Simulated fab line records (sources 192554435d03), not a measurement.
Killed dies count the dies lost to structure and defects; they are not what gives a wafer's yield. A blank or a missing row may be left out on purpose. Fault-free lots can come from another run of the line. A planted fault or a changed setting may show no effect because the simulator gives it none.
fab line records	flow n5-finfet
record: lots: 12	wafers: 31	last-day: 15
route steps=1938 shown BEOL_M12@1632
lots that met no fault: taken from a fault-free run of the same line
start-h: hours from the record's opening day to when the first of the lot's shown wafers began	wait-h: time in hours since the lot's previous step	" unchanged from the row above	L1.1+2: a row that stands for several wafers	- no value, or no start was given	* or withheld: withheld	< > ~ a bound
route shown NAME@n: names a module that has steps shown in the file, with the first one's number in the route	usual: mean/standard deviation taken from wafers without a fault	same: alike in all rows	chamber/n: place in a boat	sites: the reading at each site	_std_site: how widely they spread, as a standard deviation	_edge_site: outer sites' mean less inner sites'	radius-mm: how far each site lies from the wafer's centre	mask NAME#n: copy n	behind: the most recent tool/chamber to have shaped the wafer	hold: why the lot was held/for how many hours/how that ended	device: which transistor (n, p or np) failed to switch	end of line: the same wafers' tests at the end of the route	step lacking rows: just its recipe	killed: at the first sort, the dies lost to defects and structure; wafer yield is something else	map: a wafer's dies, marking killed ones x, the rest . and places with no die _
set.NAME: the run value of the setting; set.NAME@STEP: its run value at that earlier step	model.NAME: the simulator's own value behind a step, which no gauge read
one table for each step of the route and one row for each wafer, over a sample of lots
services: from which hour (start-h, from the record's first day; less than 0 if before it) a tool's chamber was out of use, for how many hours, and why
== steps ==
step: N5_BEOL_M12_CD_MEAS_28
recipe: target-cd-nm: 160.2	landing-energy-ev: 500	detector: se-inlens	polarity: opening
usual: cd-nm: 161.1/1.6
lot.wafer	tool	chamber	start-h	wait-h	cd-nm
L635.2	cd-sem-02	0	241.63	-	160.5
L635.5	"	0	"	"	161.1
L635.6	"	0	"	"	159.8
L636.3	cd-sem-01	0	243.59	-	162.4
L636.4	"	0	"	"	160.5
L634.1	cd-sem-03	0	256.38	-	160.3
L634.3	"	0	"	"	161.1
L634.5	"	0	"	"	161.6
L638.4	cd-sem-01	0	262.84	-	159.6
L638.5	"	0	"	"	160.7
L638.6	"	0	"	"	161.4
L642.2	cd-sem-02	0	277.10	-	161.8
L642.4	"	0	"	"	160.0
L643.1	cd-sem-01	0	289.79	-	162.1
L643.3	"	0	"	"	160.1
L643.4	"	0	"	"	162.4
L644.1	cd-sem-02	0	297.48	-	162.6
L644.2	"	0	"	"	160.6
L644.4	"	0	"	"	160.9
L646.4	cd-sem-01	0	306.56	-	162.8
L646.5	"	0	"	"	161.9
L645.3	cd-sem-02	0	306.72	-	160.8
L645.6	"	0	"	"	161.8
L647.1	cd-sem-01	0	316.70	-	161.5
L647.6	"	0	"	"	162.3
L648.4	cd-sem-02	0	321.22	-	163.6
L648.5	"	0	"	"	160.6
L648.6	"	0	"	"	161.0
L651.2	cd-sem-02	0	328.44	-	162.2
L651.5	"	0	"	"	159.7
L651.6	"	0	"	"	161.5
step: N5_BEOL_M12_OVL_MEAS_29
recipe: points-per-wafer: 44
usual: M12_OVL: 0/5
lot.wafer	tool	chamber	start-h	wait-h	M12_OVL[nm]
L635.2	overlay-02	0	241.67	0.0	1
L635.5	"	0	"	"	-6
L635.6	"	0	"	"	-14
L636.3	overlay-01	0	243.62	0.0	-7
L636.4	"	0	"	"	3
L634.1	overlay-01	0	256.41	0.0	3
L634.3	"	0	"	"	-5
L634.5	"	0	"	"	-5
L638.4	overlay-01	0	262.86	0.0	2
L638.5	"	0	"	"	3
L638.6	"	0	"	"	-3
L642.2	overlay-02	0	277.13	0.0	-3
L642.4	"	0	"	"	1
L643.1	overlay-02	0	289.82	0.0	-1
L643.3	"	0	"	"	1
L643.4	"	0	"	"	1
L644.1	overlay-02	0	297.51	0.0	-7
L644.2	"	0	"	"	-11
L644.4	"	0	"	"	-4
L646.4	overlay-01	0	306.58	0.0	3
L646.5	"	0	"	"	-2
L645.3	overlay-02	0	306.74	0.0	-5
L645.6	"	0	"	"	-6
L647.1	overlay-01	0	316.73	0.0	-6
L647.6	"	0	"	"	-4
L648.4	overlay-01	0	321.25	0.0	4
L648.5	"	0	"	"	4
L648.6	"	0	"	"	8
L651.2	overlay-01	0	328.47	0.0	-5
L651.5	"	0	"	"	-1
L651.6	"	0	"	"	0
step: N5_BEOL_M12_DESCUM_33
recipe: chemistry: O2	time-s: 7.9	source-power-w: 50	bias-power-w: 20	pressure-mtorr: 20	rf-frequency-hz: 2.712e+07	temp-c: 40	o2-flow-sccm: 225
usual: drypump-motor-current-A: 5.6/0.49	oes-product-au: 0.85/0.07	rf-vpp-V: 243.0/1	showerhead-plenum-p-Torr: 2.09/0.05	throttle-valve-pct: 20.46/0.15
lot.wafer	tool	chamber	start-h	wait-h	drypump-motor-current-A	oes-product-au	rf-hours-counter-h	rf-vpp-V	showerhead-plenum-p-Torr	throttle-valve-pct
L635.2	rie-diel-03	0	241.73	0.0	6.3	0.95	23	242.5	2.04	20.43
L635.5	"	1	"	"	5.9	0.89	-	242.2	2.05	20.41
L635.6	"	0	"	"	6.3	0.95	-	241.7	2.04	20.44
L636.3	rie-diel-05	0	243.67	0.0	5.9	0.85	69	242.0	2.01	20.38
L636.4	"	3	"	"	6.1	0.68	224	243.5	2.08	20.74
L634.1	rie-diel-03	2	256.47	0.0	5.8	0.84	72	243.6	2.14	20.44
L634.3	"	1	"	"	5.9	0.88	45	243.6	2.05	20.43
L634.5	"	1	"	"	5.9	0.88	-	243.1	2.05	20.42
L638.4	rie-diel-06	3	262.94	0.0	4.8	0.66	-	243.3	2.17	20.85
L638.5	"	0	"	"	5.3	0.83	-	244.5	2.11	20.09
L638.6	"	2	"	"	4.7	0.90	-	243.1	2.07	20.57
L642.2	rie-diel-03	0	277.53	0.4	6.3	0.91	37	241.1	2.04	20.47
L642.4	"	0	"	"	6.3	0.92	-	243.4	2.04	20.47
L643.1	rie-diel-03	3	289.93	0.1	5.5	0.87	26	243.4	2.14	20.47
L643.3	"	2	"	"	5.8	0.82	84	242.9	2.14	20.46
L643.4	"	1	"	"	5.8	0.87	52	242.3	2.04	20.42
L644.1	rie-diel-06	0	297.80	0.3	5.2	0.83	77	243.5	2.11	20.12
L644.2	"	1	"	"	5.9	0.93	13	242.6	2.05	20.48
L644.4	"	0	"	"	5.2	0.82	-	244.2	2.11	20.13
L646.4	rie-diel-06	1	306.66	0.0	5.9	0.93	-	242.2	2.05	20.50
L646.5	"	2	"	"	4.7	0.88	-	243.2	2.06	20.60
L645.3	rie-diel-03	1	306.80	0.0	5.8	0.86	58	241.9	2.04	20.44
L645.6	"	1	"	"	5.9	0.84	-	242.2	2.04	20.45
L647.1	rie-diel-03	3	316.79	0.0	5.5	0.87	34	244.5	2.14	20.50
L647.6	"	1	"	"	5.9	0.85	-	241.9	2.04	20.44
L648.4	rie-diel-05	0	321.47	0.2	5.9	0.81	94	242.3	2.01	20.44
L648.5	"	2	"	"	4.8	0.70	-	241.5	2.01	20.74
L648.6	"	3	"	"	6.1	0.67	-	242.9	2.07	20.77
L651.2	rie-diel-03	0	328.53	0.0	6.3	0.88	57	243.1	2.03	20.48
L651.5	"	3	"	"	5.5	0.86	-	244.4	2.14	20.52
L651.6	"	2	"	"	5.8	0.82	-	244.1	2.13	20.48
step: N5_BEOL_M12_SPUTTER_43
recipe: material: TaN	target-thk-a: 150	temp-c: 50	bias-v: 168.6	power-w: 15000	chamber-pressure-pa: 0.12	time-s: 24.19
usual: throttle-valve-pct: 29.6/0.93
lot.wafer	tool	chamber	start-h	wait-h	throttle-valve-pct
L635.2	pvd-sputter-03	-	244.62	0.0	28.9
L635.5	"	-	"	"	30.7
L635.6	"	-	"	"	29.7
L636.3	pvd-sputter-02	-	245.06	0.0	29.1
L636.4	"	-	"	"	30.7
L634.1	pvd-sputter-01	-	257.96	0.0	29.3
L634.3	"	-	"	"	27.9
L634.5	"	-	"	"	29.8
L638.4	pvd-sputter-01	-	265.30	0.0	27.2
L638.5	"	-	"	"	27.6
L638.6	"	-	"	"	29.8
L642.2	pvd-sputter-02	-	278.86	0.0	29.4
L642.4	"	-	"	"	29.2
L643.1	pvd-sputter-01	-	295.40	0.0	27.3
L643.3	"	-	"	"	29.5
L643.4	"	-	"	"	29.9
L644.1	pvd-sputter-02	-	298.72	0.0	28.9
L644.2	"	-	"	"	29.4
L644.4	"	-	"	"	30.9
L646.4	pvd-sputter-01	-	308.93	0.0	29.3
L646.5	"	-	"	"	29.7
L645.3	pvd-sputter-02	-	309.15	0.0	29.2
L645.6	"	-	"	"	28.9
L647.1	pvd-sputter-01	-	318.77	0.0	29.5
L647.6	"	-	"	"	29.1
L648.4	pvd-sputter-02	-	322.77	0.0	30.9
L648.5	"	-	"	"	30.5
L648.6	"	-	"	"	29.4
L651.2	pvd-sputter-02	-	330.25	0.0	30.7
L651.5	"	-	"	"	30.9
L651.6	"	-	"	"	30.3
step: N5_BEOL_M12_CMP_49
recipe: stop-on: SiOC	t-overpolish-s: 20.6	down-force-psi: 1	platen-rpm: 50	clearing-platen-down-force-psi: 1.5	clearing-platen-rpm: 50	post-cmp-clean: cu-alkaline	target-thk-nm: 320	clearing-platen-pad-velocity-m-s: 0.99484	pad-velocity-m-s: 0.99484
usual: barrier-field-endpoint-s: 30.3/1	motor-current-A: 6.2/0.48	slurry-filter-dp-kPa: 13.51/0.13
lot.wafer	tool	chamber	start-h	wait-h	barrier-field-endpoint-s	motor-current-A	slurry-filter-dp-kPa
L635.2	cmp-02	0	245.46	0.3	32.4	6.2	13.59
L635.5	"	2	"	"	29.8	5.6	13.24
L635.6	"	3	"	"	31.8	5.8	13.45
L636.4	cmp-02	0	245.78	0.1	31.5	5.9	13.49
L636.3	"	1	"	"	29.7	6.5	13.59
L634.1	cmp-02	0	258.68	0.3	30.2	6.4	13.43
L634.3	"	1	"	"	29.2	6.5	13.80
L634.5	"	0	"	"	31.0	6.6	13.67
L638.4	cmp-02	0	266.13	0.2	30.5	6.1	13.62
L638.5	"	1	"	"	29.3	7.0	13.45
L638.6	"	2	"	"	28.8	5.8	13.45
L642.2	cmp-03	2	280.08	0.2	29.6	6.3	13.60
L642.4	"	0	"	"	28.7	7.2	13.48
L643.3	cmp-03	2	296.16	0.2	30.1	6.3	13.46
L643.4	"	3	"	"	30.8	5.4	13.48
L643.1	"	0	"	"	29.0	7.3	13.40
L644.4	cmp-01	0	299.62	0.1	29.1	6.2	13.57
L644.2	"	2	"	"	31.1	6.7	13.56
L644.1	"	3	"	"	32.3	6.3	13.47
L646.4	cmp-02	1	309.80	0.2	30.2	6.7	13.67
L646.5	"	0	"	"	32.2	6.2	13.43
L645.3	cmp-03	2	309.99	0.3	29.8	6.3	13.33
L645.6	"	3	"	"	31.2	5.5	13.25
L647.1	cmp-03	1	319.49	0.3	29.3	5.6	13.26
L647.6	"	1	"	"	29.0	5.7	13.62
L648.4	cmp-02	0	323.57	0.2	31.9	6.3	13.55
L648.6	"	1	"	"	21.0	6.5	13.57
L648.5	"	2	"	"	29.6	5.6	13.50
L651.2	cmp-03	0	330.97	0.2	20.9	7.3	13.58
L651.6	"	0	"	"	20.9	7.4	13.59
L651.5	"	1	"	"	29.6	5.7	13.63
== services ==
tool	chamber	start-h	hours	kind
rie-diel-03	0	218.61	7.7	repair
cmp-02	-	220.16	0.4	repair
cmp-03	-	220.80	0.6	repair
rie-diel-06	-	223.44	14.6	pm
rie-diel-05	-	229.22	0.1	repair
cmp-02	-	235.04	8.3	pm
rie-diel-06	1	242.74	-	clean
rie-diel-06	1	242.74	-	consumable-replace:focus-ring
rie-diel-06	1	242.74	21.2	scheduled-down
rie-diel-06	1	242.74	21.2	vent-cycle
cmp-02	-	253.42	4.0	pm
cmp-02	-	257.42	-	consumable-replace:conditioner
cmp-02	-	257.42	-	consumable-replace:pad
cmp-01	-	258.31	4.0	pm
cmp-02	-	263.62	0.2	repair
cmp-02	-	273.23	0.6	repair
cmp-03	-	281.20	3.0	repair
cmp-02	-	285.49	0.8	repair
rie-diel-06	3	296.00	-	clean
rie-diel-06	3	296.00	-	consumable-replace:focus-ring
rie-diel-06	3	296.00	26.2	scheduled-down
cmp-03	-	302.98	5.4	pm
pvd-sputter-02	-	303.66	4.3	repair
cmp-03	-	316.32	1.8	repair
== key ==
first-sign: step: N5_BEOL_M12_CMP_49	reading: barrier-field-endpoint-s	direction: down	sigmas: 9.1	usual: 30.3	struck: 21.0
effect none on later readings
met-at N5_BEOL_M12_SPUTTER_43
struck-lots L648,L651
struck-wafers L648.6,L651.2,L651.6
not-acting-at N5_BEOL_M12_CD_MEAS_28,N5_BEOL_M12_OVL_MEAS_29,N5_BEOL_M12_DESCUM_33
onset-between 309.15 322.77
fault: kind: process-parameter-drift	tool: pvd-sputter-02	chamber: -	onset-h: 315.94	steps: N5_BEOL_M12_SPUTTER_43	channel: time-s	offset: *	shape: step	end-h: 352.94	scope: struck-wafers-only	acts-in: *	stated: *
